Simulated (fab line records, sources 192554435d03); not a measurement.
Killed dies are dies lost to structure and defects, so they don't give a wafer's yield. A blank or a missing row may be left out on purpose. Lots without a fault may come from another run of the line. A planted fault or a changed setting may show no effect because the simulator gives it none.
One fault seen from 2 desks | flow n5_finfet | each desk has only its own numbers; what lay behind them comes last

THE TOOL OWNER'S DESK: rie_diel-01
The tool's own readings at N5_BEOL_M15_ETCH_57 (etches SOC in N2/H2, time 750 s): means of the sampled wafers that have a number, for each lot that ran on this tool. A lot is out of limits, marked OUT, if its mean lies more than 4 standard deviations from the usual mean; the brackets give that distance.
Columns: A = bias_w at N5_BEOL_M15_ETCH_57, usual 350.0 W; B = chamber_pressure_mTorr at N5_BEOL_M15_ETCH_57, usual 29.998 mTorr; C = drypump_motor_current_A at N5_BEOL_M15_ETCH_57, usual 5.93 A; D = oes_product_au at N5_BEOL_M15_ETCH_57, usual 0.78 a.u.; E = rf_vpp_V at N5_BEOL_M15_ETCH_57, usual 523.9 V; F = showerhead_plenum_p_Torr at N5_BEOL_M15_ETCH_57, usual 2.54 Torr; G = throttle_valve_pct at N5_BEOL_M15_ETCH_57, usual 17.82 %
lot  | first seen here | A     | B      | C    | D    | E     | F    | G
L734 | day 12 06:31    | 350.0 | 30.002 | 5.74 | 0.86 | 524.4 | 2.59 | 17.55
L740 | day 13 04:17    | 350.3 | 30.003 | 6.01 | 0.78 | 524.2 | 2.55 | 17.62
L739 | day 13 17:10    | 350.5 | 30.001 | 6.07 | 0.77 | 522.8 | 2.51 | 17.68
L750 | day 15 23:25    | 350.4 | 30.001 | 6.18 | 0.76 | 523.7 | 2.55 | 17.63
L752 | day 16 16:37    | 350.1 | 29.997 | 5.88 | 0.74 | 522.6 | 2.50 | 17.74
L753 | day 16 21:15    | 350.3 | 29.993 | 5.98 | 0.79 | 524.3 | 2.56 | 17.63
This desk's finding: nothing out of limits on any of the 6 lots.

THE METROLOGY DESK
What the gauges read, lot by lot, whatever tool the lot ran on: means of the sampled wafers that have a number. A lot is out of limits, marked OUT, if its mean lies more than 4 standard deviations from the usual mean; the brackets give that distance. Of its 13 readings 7 are shown: those that lie furthest out on some lot.
Columns: A = DIBL_N at N5_BEOL_M4_RC_MEAS_101, usual 37.5 mV/V; B = DIBL_P at N5_BEOL_M4_RC_MEAS_101, usual 37.3 mV/V; C = SS_N at N5_BEOL_M4_RC_MEAS_101, usual 72.0 mV/dec; D = VT_N at N5_BEOL_M4_RC_MEAS_101, usual 249 mV; E = M14_RS at N5_BEOL_M14_RS_MEAS_54, usual 0.0339 ohm/sq; F = M15_ILD_THK at N5_BEOL_M15_THK_MEAS_01, usual 1629 nm; G = cd_nm at N5_BEOL_M15_CD_MEAS_17, usual 362.0 nm
lot  | first seen here | A    | B    | C    | D   | E      | F    | G
L733 | day 8 15:20     | 36.5 | 39.8 | 72.7 | 248 | 0.0341 | 1621 | 361.8
L734 | day 8 17:16     | 34.9 | 35.8 | 71.9 | 252 | 0.0345 | 1601 | 363.6
L739 | day 10 03:54    | 37.7 | 37.0 | 72.4 | 254 | 0.0348 | 1622 | 362.8
L740 | day 10 06:16    | 37.5 | 37.4 | 71.6 | 250 | 0.0340 | 1625 | 357.6
L743 | day 11 03:20    | 39.4 | 40.2 | 72.8 | 246 | 0.0340 | 1638 | 363.9
L746 | day 12 03:38    | 36.1 | 34.2 | 71.6 | 251 | 0.0331 | 1629 | 362.7
L745 | day 12 05:04    | 36.0 | 36.8 | 71.6 | 250 | 0.0343 | 1672 | 361.0
L750 | day 12 19:32    | 37.5 | 37.0 | 71.8 | 250 | 0.0333 | 1629 | 359.6
L752 | day 13 10:32    | 36.3 | 35.7 | 71.9 | 249 | 0.0333 | 1613 | 361.1
L753 | day 13 12:23    | 36.5 | 37.2 | 72.0 | 250 | 0.0353 | 1661 | 362.1
L754 | day 13 19:59    | 38.9 | 38.9 | 72.0 | 248 | 0.0332 | 1622 | 364.2
This desk's finding: nothing out of limits on any of the 11 lots.

PUT TOGETHER
The tool owner's desk saw nothing out of limits.
The metrology desk saw nothing out of limits.

WHAT THE SIMULATOR HAD PUT IN
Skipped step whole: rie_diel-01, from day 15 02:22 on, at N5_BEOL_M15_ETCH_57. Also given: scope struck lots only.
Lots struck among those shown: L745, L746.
